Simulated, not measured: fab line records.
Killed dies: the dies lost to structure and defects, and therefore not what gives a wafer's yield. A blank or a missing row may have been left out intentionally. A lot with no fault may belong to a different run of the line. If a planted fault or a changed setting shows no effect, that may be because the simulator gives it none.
Comparing a struck lot with a sound one || flow nand harc || 14 steps out of a route of 1159
Sound: wafers L737.1, L737.4, L737.5. Wafers struck: L727.2, L727.3, L727.4. The cause is named last.
For every step that has rows: the tool of each side, followed by ch and its chambers, followed by its first start. Under that, the readings that differ: sound wafers || struck wafers || difference of the means || sigmas: that difference in standard deviations of wafers without a fault.
alike: same words and numbers on both sides, and readings whose means sit less than 2 such deviations apart. not compared: any withheld reading, any reading some wafer has no value for, any bound like >300 that may hide the same value, and any number with overlapping values for which the record gives no deviation.
A row with sigmas, a row that says differs or no value, or rows on one side alone: a step with any of these is where the two part. Numbers that don't overlap but have no deviation are shown without sigmas and don't part them. A reading that every wafer of one side lacks parts them only if that side has two wafers or more.

NHARC_P_M2_INSPECT_27:
  sound on defect inspect-01 at day 10 19:50; struck on defect inspect-02 at day 8 15:04
  alike: raw defect count
NHARC_P_M2_PRE_CLEAN_32: time 12 s.
  sound on pecvd-01 ch 1,2, day 10 19:55; struck on pecvd-04 ch 0,1, day 8 15:08
  alike: heater power w
NHARC_P_M2_DEP_33: deposits SiCN, target thk 30 nm.
  sound on pecvd-01 ch 1,2, day 10 19:59; struck on pecvd-04 ch 0,1, day 8 15:14
  alike: heater power w
NHARC_P_BONDPAD_DEP_00: deposits SiCN, target thk 250 nm.
  sound on pecvd-02 ch 0,1,2, day 10 20:24; struck on pecvd-01 ch 0,1,2, day 8 15:41
  alike: heater power w
NHARC_P_BONDPAD_CMP_32: polishes SiCN, target thk 200 nm.
  sound on cmp-03 ch 1,3, day 10 20:49; struck on cmp-02 ch 1,2,3, day 8 16:03
  alike: motor current A, slurry filter dp kPa
NHARC_P_BONDPAD_THK_MEAS_33: measures by ellipsometry.
  sound on film metro-01 at day 10 21:04; struck on film metro-02 at day 8 16:18
  alike: thk nm
then, 5 steps without rows for these wafers: NHARC_P_BONDPAD_SRD_34; NHARC_P_BONDPAD_DEHYDRATE_01 (time 120 s); NHARC_P_BONDPAD_HMDS_02 (time 30 s); NHARC_P_BONDPAD_COAT_36 (time 65 s); NHARC_P_BONDPAD_COAT_03 (resist thk 600 nm).
NHARC_P_BONDPAD_SOFTBAKE_04: time 70 s.
  sound on litho track-02 ch 0, day 10 21:00; struck on litho track-02 ch 0, day 8 16:00
{"reading": "plate temp C (C)", "sound": "125.06 125.10 124.97", "struck": "125.64 125.95 125.60", "difference": "+0.69", "sigmas": "+5"}
following that, these wafers have no rows for 1 step: NHARC_P_BONDPAD_EBR_05.
-- record jumps: 12 days between struck wafers' starts before vs after; left off in module P_BONDPAD, resumes in module END, first step shown is number 1159 of the route --
NHARC_END_SORT_01:
  sound on prober-02 ch 0, day 23 16:04; struck on prober-02 ch 0, day 21 03:28
  alike: defect limited yield, killed at array, killed at other, killed at periphery, killed dies, killed open, killed short, sort_bin_2_pct, sort_bin_3_pct, sort_bin_4_pct, sort n pass, sort rim yield pct, sort yield pct

== WHERE THEY PART ==
At NHARC_P_BONDPAD_SOFTBAKE_04 and nowhere else, as far as this record goes. Later steps at which nothing parts them and some readings are alike: NHARC_END_SORT_01.

WHY: what the simulator had put in
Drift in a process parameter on litho track-02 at NHARC_P_BONDPAD_SOFTBAKE_04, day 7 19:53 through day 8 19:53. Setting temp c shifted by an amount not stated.
